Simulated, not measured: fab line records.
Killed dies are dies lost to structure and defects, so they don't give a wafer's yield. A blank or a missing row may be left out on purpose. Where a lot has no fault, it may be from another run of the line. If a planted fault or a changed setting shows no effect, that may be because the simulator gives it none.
Chamber matching ; flow n5Finfet ; N5_BEOL_M4_ETCH_77 on rieDiel-06 has 4 sister chambers
The step etches underlayer in N2/H2, target depth 6.5 nm, time 5.2 s. 18 wafers are shown with their chamber, then 9 later ones without.

## WAFERS, EACH WITH ITS CHAMBER
wafer;chamber;drypumpMotorCurrentA (A);showerheadPlenumPTorr (Torr);throttleValvePct (%)
L074.1;3;6.6;2.58;18.11
L074.2;0;6.2;2.48;17.78
L074.3;1;4.9;2.42;17.89
L074.4;2;5.4;2.46;17.65
L074.5;3;6.6;2.58;18.10
L074.6;2;5.4;2.46;17.66
L085.1;1;4.9;2.41;17.91
L085.2;3;6.6;2.57;18.11
L085.6;2;5.4;2.45;17.71
L087.3;0;6.3;2.47;17.81
L087.4;1;4.8;2.41;17.91
L087.5;0;6.2;2.47;17.81
L086.3;3;6.6;2.57;18.13
L086.4;1;4.9;2.41;17.89
L086.5;1;4.8;2.41;17.91
L088.1;1;4.9;2.41;17.92
L088.2;0;6.2;2.47;17.81
L088.3;3;6.6;2.57;18.13

SIGNATURES (averages over the wafers above)
reading;chamber 0;chamber 1;chamber 2;chamber 3;scatter within a chamber
drypumpMotorCurrentA;6.225;4.867;5.400;6.600;0.0386
showerheadPlenumPTorr;2.4725;2.4117;2.4567;2.5740;0.00496
throttleValvePct;17.8025;17.9050;17.6733;18.1160;0.0173
Rule: a wafer lies at a distance from a chamber equal to the root of the sum of squares, over the readings, of (its reading less the chamber's mean, divided by the reading's scatter). The wafer belongs to the nearest chamber; if the next one is less than 2 further off, it can't be placed. The scatter: take each reading less its chamber's mean, square it, sum over the shown wafers, divide by the number of wafers less the number of chambers, and take the root.

## WAFERS WITH NO CHAMBER GIVEN
wafer;drypumpMotorCurrentA (A);showerheadPlenumPTorr (Torr);throttleValvePct (%)
L088.4;5.4;2.45;17.72
L088.5;5.4;2.45;17.71
L088.6;6.6;2.57;18.16
L091.1;4.9;2.40;17.96
L091.2;6.2;2.47;17.83
L091.3;5.4;2.44;17.70
L096.1;6.2;2.46;17.84
L096.2;5.4;2.44;17.77
L096.4;6.6;2.56;18.17

## EACH ONE'S CHAMBER
wafer;from the rows above;in truth
L088.4;2;2
L088.5;2;2
L088.6;3;3
L091.1;1;1
L091.2;0;0
L091.3;2;2
L096.1;0;0
L096.2;2;2
L096.4;3;3
9 of 9 placed correctly. Can't be placed from these rows: 0. Placed wrongly: 0.
